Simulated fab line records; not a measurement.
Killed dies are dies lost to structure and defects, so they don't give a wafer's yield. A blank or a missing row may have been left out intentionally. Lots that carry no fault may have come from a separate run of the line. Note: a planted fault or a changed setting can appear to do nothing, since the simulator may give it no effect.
What tool caused it? || flow n5-finfet || 10 lots, 30 wafers sampled, at 4 steps of a route of 1938

== WHAT THE GAUGES SHOWED, per wafer ==
N5_BEOL_M4_CD_MEAS_35: target cd 18 nm, target cd y 22.4 nm. Usual: cd-nm 18.0 nm, standard deviation 0.37.
{"lot": "L407", "measured": "day 8 04:43", "on": "cd-sem-03", "cd-nm (nm)": "18.4 18.3 18.5", "flag": ""}
{"lot": "L408", "measured": "day 8 08:05", "on": "cd-sem-03", "cd-nm (nm)": "18.2 18.1 18.0", "flag": ""}
{"lot": "L409", "measured": "day 8 19:04", "on": "cd-sem-02", "cd-nm (nm)": "18.3 18.4 18.1", "flag": ""}
{"lot": "L411", "measured": "day 9 13:26", "on": "cd-sem-02", "cd-nm (nm)": "18.4 17.9 18.1", "flag": ""}
{"lot": "L413", "measured": "day 9 18:40", "on": "cd-sem-01", "cd-nm (nm)": "17.9 18.3 18.1", "flag": ""}
{"lot": "L424", "measured": "day 12 10:55", "on": "cd-sem-01", "cd-nm (nm)": "18.3 18.3 17.8", "flag": ""}
{"lot": "L426", "measured": "day 13 09:27", "on": "cd-sem-03", "cd-nm (nm)": "18.2 17.7 18.6", "flag": ""}
{"lot": "L427", "measured": "day 13 00:29", "on": "cd-sem-03", "cd-nm (nm)": "18.0 18.0 18.1", "flag": ""}
{"lot": "L428", "measured": "day 13 13:34", "on": "cd-sem-03", "cd-nm (nm)": "18.1 18.2 17.8", "flag": ""}
{"lot": "L429", "measured": "day 13 17:14", "on": "cd-sem-02", "cd-nm (nm)": "17.1 17.6 18.0", "flag": ""}

N5_BEOL_M4_RC_MEAS_101. Usual: DIBL_N 36.4 mV/V, standard deviation 1.7; DIBL_P 36.4 mV/V, standard deviation 2.1; IOFF_N 0.16 nA/um, standard deviation 0.035; IOFF_N_85C 3.2 nA/um, standard deviation 0.57; IOFF_N_LIN 0.076 nA/um, standard deviation 0.013; IOFF_N_LONG 5.64e-05 nA/um, standard deviation 2.8e-06; IOFF_P 0.21 nA/um, standard deviation 0.035; ION_N 680 uA/um, standard deviation 11; ION_P 465 uA/um, standard deviation 6.8; SS_N 71.5 mV/dec, standard deviation 0.58; SS_P 73.2 mV/dec, standard deviation 0.72; VT_N 249 mV, standard deviation 3.6; VT_N_LONG 274.6 mV, standard deviation 2.2; VT_N_LVT 97 mV, standard deviation 3.3; VT_P -250 mV, standard deviation 3.1.
{"lot": "L407", "measured": "day 8 08:55", "on": "prober-02", "DIBL_N (mV/V)": "34.6 34.0 37.1", "DIBL_P (mV/V)": "34.5 33.7 37.9", "IOFF_N (nA/um)": "0.14 0.13 0.18", "IOFF_N_85C (nA/um)": "2.7 2.6 3.4", "IOFF_N_LIN (nA/um)": "0.065 0.062 0.083", "IOFF_N_LONG (nA/um)": "5.48e-05 5.58e-05 5.6e-05", "IOFF_P (nA/um)": "0.19 0.17 0.23", "ION_N (uA/um)": "669 667 689", "ION_P (uA/um)": "462 460 467", "SS_N (mV/dec)": "71.7 71.6 71.5", "SS_P (mV/dec)": "72.8 72.1 73.1", "VT_N (mV)": "252 253 246", "VT_N_LONG (mV)": "275.2 275.5 273.7", "VT_N_LVT (mV)": "99 100 95", "VT_P (mV)": "-248 -253 -247", "flag": ""}
{"lot": "L408", "measured": "day 8 13:37", "on": "prober-01", "DIBL_N (mV/V)": "36.0 35.2 37.9", "DIBL_P (mV/V)": "37.7 36.5 39.5", "IOFF_N (nA/um)": "0.17 0.16 0.22", "IOFF_N_85C (nA/um)": "3.4 3.2 4.1", "IOFF_N_LIN (nA/um)": "0.080 0.074 0.095", "IOFF_N_LONG (nA/um)": "5.87e-05 5.84e-05 5.87e-05", "IOFF_P (nA/um)": "0.24 0.22 0.28", "ION_N (uA/um)": "685 686 693", "ION_P (uA/um)": "469 471 476", "SS_N (mV/dec)": "71.2 71.3 72.1", "SS_P (mV/dec)": "73.6 73.5 74.4", "VT_N (mV)": "248 249 247", "VT_N_LONG (mV)": "272.7 273.6 273.2", "VT_N_LVT (mV)": "95 98 92", "VT_P (mV)": "-250 -250 -246", "flag": ""}
{"lot": "L409", "measured": "day 8 23:29", "on": "prober-01", "DIBL_N (mV/V)": "35.5 36.5 34.6", "DIBL_P (mV/V)": "36.7 37.4 35.5", "IOFF_N (nA/um)": "0.17 0.20 0.16", "IOFF_N_85C (nA/um)": "3.4 3.7 3.1", "IOFF_N_LIN (nA/um)": "0.080 0.090 0.074", "IOFF_N_LONG (nA/um)": "5.92e-05 5.99e-05 6.02e-05", "IOFF_P (nA/um)": "0.22 0.23 0.19", "ION_N (uA/um)": "701 691 686", "ION_P (uA/um)": "472 463 464", "SS_N (mV/dec)": "71.6 71.4 71.5", "SS_P (mV/dec)": "73.9 73.5 73.5", "VT_N (mV)": "246 246 250", "VT_N_LONG (mV)": "271.3 272.9 273.9", "VT_N_LVT (mV)": "96 93 96", "VT_P (mV)": "-246 -246 -251", "flag": ""}
{"lot": "L411", "measured": "day 9 17:30", "on": "prober-02", "DIBL_N (mV/V)": "37.9 35.0 37.2", "DIBL_P (mV/V)": "39.1 34.9 37.8", "IOFF_N (nA/um)": "0.08 0.05 0.07", "IOFF_N_85C (nA/um)": "1.6 1.2 1.4", "IOFF_N_LIN (nA/um)": "0.033 0.024 0.029", "IOFF_N_LONG (nA/um)": "3.18e-05 3.21e-05 3.18e-05", "IOFF_P (nA/um)": "0.23 0.17 0.21", "ION_N (uA/um)": "627 609 612", "ION_P (uA/um)": "461 458 459", "SS_N (mV/dec)": "72.5 70.4 71.7", "SS_P (mV/dec)": "74.7 73.3 73.2", "VT_N (mV)": "273 282 277", "VT_N_LONG (mV)": "302.5 302.8 301.2", "VT_N_LVT (mV)": "125 131 129", "VT_P (mV)": "-251 -254 -252", "flag": "OFF"}
{"lot": "L413", "measured": "day 10 00:14", "on": "prober-02", "DIBL_N (mV/V)": "36.7 32.4 36.7", "DIBL_P (mV/V)": "38.2 33.1 37.7", "IOFF_N (nA/um)": "0.08 0.05 0.08", "IOFF_N_85C (nA/um)": "1.8 1.1 1.7", "IOFF_N_LIN (nA/um)": "0.035 0.023 0.034", "IOFF_N_LONG (nA/um)": "3.34e-05 3.21e-05 3.3e-05", "IOFF_P (nA/um)": "0.24 0.16 0.23", "ION_N (uA/um)": "624 613 624", "ION_P (uA/um)": "472 461 465", "SS_N (mV/dec)": "72.0 71.7 71.5", "SS_P (mV/dec)": "74.0 72.1 73.9", "VT_N (mV)": "269 280 272", "VT_N_LONG (mV)": "298.1 298.5 299.6", "VT_N_LVT (mV)": "122 129 122", "VT_P (mV)": "-249 -253 -250", "flag": "OFF"}
{"lot": "L424", "measured": "day 12 14:55", "on": "prober-02", "DIBL_N (mV/V)": "34.0 37.2 35.8", "DIBL_P (mV/V)": "33.9 36.5 35.5", "IOFF_N (nA/um)": "0.12 0.16 0.14", "IOFF_N_85C (nA/um)": "2.5 3.2 2.9", "IOFF_N_LIN (nA/um)": "0.058 0.073 0.068", "IOFF_N_LONG (nA/um)": "5.55e-05 5.54e-05 5.49e-05", "IOFF_P (nA/um)": "0.15 0.19 0.18", "ION_N (uA/um)": "664 674 676", "ION_P (uA/um)": "457 458 464", "SS_N (mV/dec)": "71.4 71.8 70.8", "SS_P (mV/dec)": "72.0 72.7 72.2", "VT_N (mV)": "256 250 252", "VT_N_LONG (mV)": "277.0 275.9 273.7", "VT_N_LVT (mV)": "102 98 97", "VT_P (mV)": "-253 -252 -255", "flag": ""}
{"lot": "L426", "measured": "day 13 14:23", "on": "prober-01", "DIBL_N (mV/V)": "36.7 35.4 35.4", "DIBL_P (mV/V)": "38.0 35.9 36.5", "IOFF_N (nA/um)": "0.19 0.17 0.18", "IOFF_N_85C (nA/um)": "3.6 3.3 3.3", "IOFF_N_LIN (nA/um)": "0.084 0.078 0.080", "IOFF_N_LONG (nA/um)": "5.46e-05 5.64e-05 5.61e-05", "IOFF_P (nA/um)": "0.23 0.19 0.19", "ION_N (uA/um)": "681 684 690", "ION_P (uA/um)": "460 460 466", "SS_N (mV/dec)": "71.7 71.5 71.6", "SS_P (mV/dec)": "73.4 73.1 73.5", "VT_N (mV)": "245 246 248", "VT_N_LONG (mV)": "272.4 274.9 275.1", "VT_N_LVT (mV)": "94 95 95", "VT_P (mV)": "-249 -253 -254", "flag": ""}
{"lot": "L427", "measured": "day 13 05:23", "on": "prober-02", "DIBL_N (mV/V)": "39.5 37.7 41.5", "DIBL_P (mV/V)": "40.4 37.7 42.8", "IOFF_N (nA/um)": "0.24 0.19 0.31", "IOFF_N_85C (nA/um)": "4.4 3.7 5.5", "IOFF_N_LIN (nA/um)": "0.106 0.091 0.132", "IOFF_N_LONG (nA/um)": "6.08e-05 6.08e-05 6.2e-05", "IOFF_P (nA/um)": "0.28 0.23 0.32", "ION_N (uA/um)": "686 702 717", "ION_P (uA/um)": "463 471 480", "SS_N (mV/dec)": "73.2 71.0 72.9", "SS_P (mV/dec)": "74.5 73.2 75.0", "VT_N (mV)": "243 243 239", "VT_N_LONG (mV)": "268.0 271.1 273.9", "VT_N_LVT (mV)": "90 92 86", "VT_P (mV)": "-247 -249 -245", "flag": ""}
{"lot": "L428", "measured": "day 13 18:07", "on": "prober-01", "DIBL_N (mV/V)": "38.1 36.0 34.3", "DIBL_P (mV/V)": "38.2 34.8 33.1", "IOFF_N (nA/um)": "0.17 0.14 0.12", "IOFF_N_85C (nA/um)": "3.3 2.7 2.4", "IOFF_N_LIN (nA/um)": "0.079 0.065 0.058", "IOFF_N_LONG (nA/um)": "5.62e-05 5.63e-05 5.66e-05", "IOFF_P (nA/um)": "0.26 0.20 0.18", "ION_N (uA/um)": "678 674 669", "ION_P (uA/um)": "476 470 466", "SS_N (mV/dec)": "71.5 71.9 70.5", "SS_P (mV/dec)": "74.7 72.7 72.2", "VT_N (mV)": "251 252 254", "VT_N_LONG (mV)": "275.8 277.1 275.7", "VT_N_LVT (mV)": "96 99 100", "VT_P (mV)": "-248 -250 -251", "flag": ""}
{"lot": "L429", "measured": "day 13 21:46", "on": "prober-01", "DIBL_N (mV/V)": "36.0 34.6 38.6", "DIBL_P (mV/V)": "36.2 33.8 39.1", "IOFF_N (nA/um)": "0.16 0.12 0.21", "IOFF_N_85C (nA/um)": "3.2 2.6 3.9", "IOFF_N_LIN (nA/um)": "0.076 0.061 0.093", "IOFF_N_LONG (nA/um)": "5.82e-05 5.77e-05 5.69e-05", "IOFF_P (nA/um)": "0.23 0.19 0.28", "ION_N (uA/um)": "678 665 692", "ION_P (uA/um)": "470 464 469", "SS_N (mV/dec)": "71.7 71.1 72.3", "SS_P (mV/dec)": "72.8 72.1 74.4", "VT_N (mV)": "248 252 247", "VT_N_LONG (mV)": "271.7 275.8 276.2", "VT_N_LVT (mV)": "97 102 95", "VT_P (mV)": "-249 -251 -247", "flag": ""}

== WHAT TOOL EACH LOT RAN ON (gives the tool, then ch and the chambers of the sampled wafers, and finally the start) ==
{"lot": "L407", "N5_HKMG_FIN_WET_ETCH_18": "wet-bench-01 ch 3,5,6, day 4 09:53", "N5_BEOL_M4_ANNEAL_87": "pvd-sputter-01, day 8 06:38"}
{"lot": "L408", "N5_HKMG_FIN_WET_ETCH_18": "wet-bench-06 ch 0,5,7, day 4 16:59", "N5_BEOL_M4_ANNEAL_87": "pvd-sputter-03, day 8 11:30"}
{"lot": "L409", "N5_HKMG_FIN_WET_ETCH_18": "wet-bench-01 ch 5,6,7, day 4 23:07", "N5_BEOL_M4_ANNEAL_87": "pvd-sputter-03, day 8 20:49"}
{"lot": "L411", "N5_HKMG_FIN_WET_ETCH_18": "wet-bench-01 ch 0,6,7, day 5 15:43", "N5_BEOL_M4_ANNEAL_87": "pvd-sputter-01, day 9 15:12"}
{"lot": "L413", "N5_HKMG_FIN_WET_ETCH_18": "wet-bench-01 ch 0,2,4, day 5 21:54", "N5_BEOL_M4_ANNEAL_87": "pvd-sputter-02, day 9 22:07"}
{"lot": "L424", "N5_HKMG_FIN_WET_ETCH_18": "wet-bench-01 ch 1,2,3, day 8 14:32", "N5_BEOL_M4_ANNEAL_87": "pvd-sputter-03, day 12 12:42"}
{"lot": "L426", "N5_HKMG_FIN_WET_ETCH_18": "wet-bench-04 ch 1,2,7, day 9 02:50", "N5_BEOL_M4_ANNEAL_87": "pvd-sputter-01, day 13 12:16"}
{"lot": "L427", "N5_HKMG_FIN_WET_ETCH_18": "wet-bench-06 ch 2,3,6, day 9 13:56", "N5_BEOL_M4_ANNEAL_87": "pvd-sputter-02, day 13 03:06"}
{"lot": "L428", "N5_HKMG_FIN_WET_ETCH_18": "wet-bench-01 ch 1,3,5, day 9 16:24", "N5_BEOL_M4_ANNEAL_87": "pvd-sputter-03, day 13 15:14"}
{"lot": "L429", "N5_HKMG_FIN_WET_ETCH_18": "wet-bench-04 ch 1,2,3, day 10 00:02", "N5_BEOL_M4_ANNEAL_87": "pvd-sputter-03, day 13 19:20"}
- N5_HKMG_FIN_WET_ETCH_18: etches TiN in SC1, time 55 s, target depth 5.2 nm, rinse time 30 s.
- N5_BEOL_M4_ANNEAL_87: time 240 s.

== AS READ BY THE TOOLS THEMSELVES (means over the sampled wafers that have a number; for cases with no such wafer, the mark the record gives instead) ==
N5_BEOL_M4_ANNEAL_87. Usual: heater-power-w 841 W, standard deviation 77.
{"lot": "L407", "tool": "pvd-sputter-01", "heater-power-w (W)": 799, "flag": ""}
{"lot": "L408", "tool": "pvd-sputter-03", "heater-power-w (W)": 855, "flag": ""}
{"lot": "L409", "tool": "pvd-sputter-03", "heater-power-w (W)": 852, "flag": ""}
{"lot": "L411", "tool": "pvd-sputter-01", "heater-power-w (W)": 859, "flag": ""}
{"lot": "L413", "tool": "pvd-sputter-02", "heater-power-w (W)": 831, "flag": ""}
{"lot": "L424", "tool": "pvd-sputter-03", "heater-power-w (W)": 814, "flag": ""}
{"lot": "L426", "tool": "pvd-sputter-01", "heater-power-w (W)": 828, "flag": ""}
{"lot": "L427", "tool": "pvd-sputter-02", "heater-power-w (W)": 871, "flag": ""}
{"lot": "L428", "tool": "pvd-sputter-03", "heater-power-w (W)": 825, "flag": ""}
{"lot": "L429", "tool": "pvd-sputter-03", "heater-power-w (W)": 800, "flag": ""}

== THE ANSWER, worked out from the rows above alone ==
Rule: a lot is off if the mean of its wafers that have a number lies more than 3 standard deviations from the usual mean. Also off: a lot with no number at a reading for which 4 or more lots have one. Where the step has rows for the other lots, those lots are counted as sound. First the gauges in route order, then the tools' own readings, where a lot's mean is used as printed above. The first step at which some lot is off is used, and at that step the reading that is off furthest; a lot without a number counts as furthest.
Off: at N5_BEOL_M4_RC_MEAS_101 (VT_N_LONG), L411, L413.
A tool fits if, at a process step before that reading, it ran every lot that is off, and no sound lot after the first of them. The gauges at N5_BEOL_M4_RC_MEAS_101 are tried like those tools. Of those tried, none fits.

== WHAT WAS PUT IN BY THE SIMULATOR ==
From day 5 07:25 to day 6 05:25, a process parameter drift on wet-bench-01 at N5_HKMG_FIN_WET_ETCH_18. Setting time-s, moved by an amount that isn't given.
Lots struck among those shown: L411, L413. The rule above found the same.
